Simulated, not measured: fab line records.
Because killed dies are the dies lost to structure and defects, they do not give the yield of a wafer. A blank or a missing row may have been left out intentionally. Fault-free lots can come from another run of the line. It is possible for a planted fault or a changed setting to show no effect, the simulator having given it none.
Chamber matching / flow nand_harc / rie_diel-10 running NHARC_P_BONDPAD_DESCUM_11: 4 sister chambers
The step chemistry O2, time 3 s. 8 wafers are shown with their chamber, then 8 later ones without.

WAFERS, EACH WITH ITS CHAMBER
wafer=L080.3; chamber=0; drypump_motor_current_A (A)=6.20; oes_product_au (a.u.)=1.006
wafer=L080.5; chamber=2; drypump_motor_current_A (A)=6.02; oes_product_au (a.u.)=1.012
wafer=L086.1; chamber=2; drypump_motor_current_A (A)=5.99; oes_product_au (a.u.)=1.007
wafer=L086.5; chamber=1; drypump_motor_current_A (A)=6.10; oes_product_au (a.u.)=0.999
wafer=L087.1; chamber=3; drypump_motor_current_A (A)=6.10; oes_product_au (a.u.)=1.008
wafer=L087.2; chamber=0; drypump_motor_current_A (A)=6.20; oes_product_au (a.u.)=1.015
wafer=L087.3; chamber=1; drypump_motor_current_A (A)=6.08; oes_product_au (a.u.)=0.988
wafer=L091.1; chamber=3; drypump_motor_current_A (A)=6.09; oes_product_au (a.u.)=0.996

WAFERS MISSING THEIR CHAMBER
wafer=L091.5; drypump_motor_current_A (A)=6.13; oes_product_au (a.u.)=0.985
wafer=L091.6; drypump_motor_current_A (A)=5.98; oes_product_au (a.u.)=1.003
wafer=L092.1; drypump_motor_current_A (A)=6.09; oes_product_au (a.u.)=0.995
wafer=L092.2; drypump_motor_current_A (A)=6.08; oes_product_au (a.u.)=0.999
wafer=L092.5; drypump_motor_current_A (A)=5.95; oes_product_au (a.u.)=0.995
wafer=L097.1; drypump_motor_current_A (A)=6.22; oes_product_au (a.u.)=1.014
wafer=L097.2; drypump_motor_current_A (A)=5.99; oes_product_au (a.u.)=1.002
wafer=L097.5; drypump_motor_current_A (A)=6.09; oes_product_au (a.u.)=0.994

THE CHAMBER EACH PASSED THROUGH
wafer=L091.5; from the rows above=can't be placed: 1 or 3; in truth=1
wafer=L091.6; from the rows above=2; in truth=2
wafer=L092.1; from the rows above=can't be placed: 1 or 3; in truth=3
wafer=L092.2; from the rows above=can't be placed: 1 or 3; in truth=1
wafer=L092.5; from the rows above=2; in truth=2
wafer=L097.1; from the rows above=0; in truth=0
wafer=L097.2; from the rows above=2; in truth=2
wafer=L097.5; from the rows above=can't be placed: 1 or 3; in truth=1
Correct placement for 4 of the 8. Cannot be placed on the basis of these rows: 4; the candidates contain the true chamber in 4. 0 placed wrongly.
How it was worked out, from the rows above alone: a wafer's distance from a chamber is the root of the sum, over the readings, of the square of ((its reading less the chamber's mean) divided by the reading's scatter). The wafer belongs to the nearest chamber; if the next one is less than 2 further off, it can't be placed. Each chamber's mean is taken over the wafers shown for it. How the scatter is found: for the shown wafers, subtract from each reading the mean of its chamber, square and add these, divide the total by (wafers less chambers), then take the root.
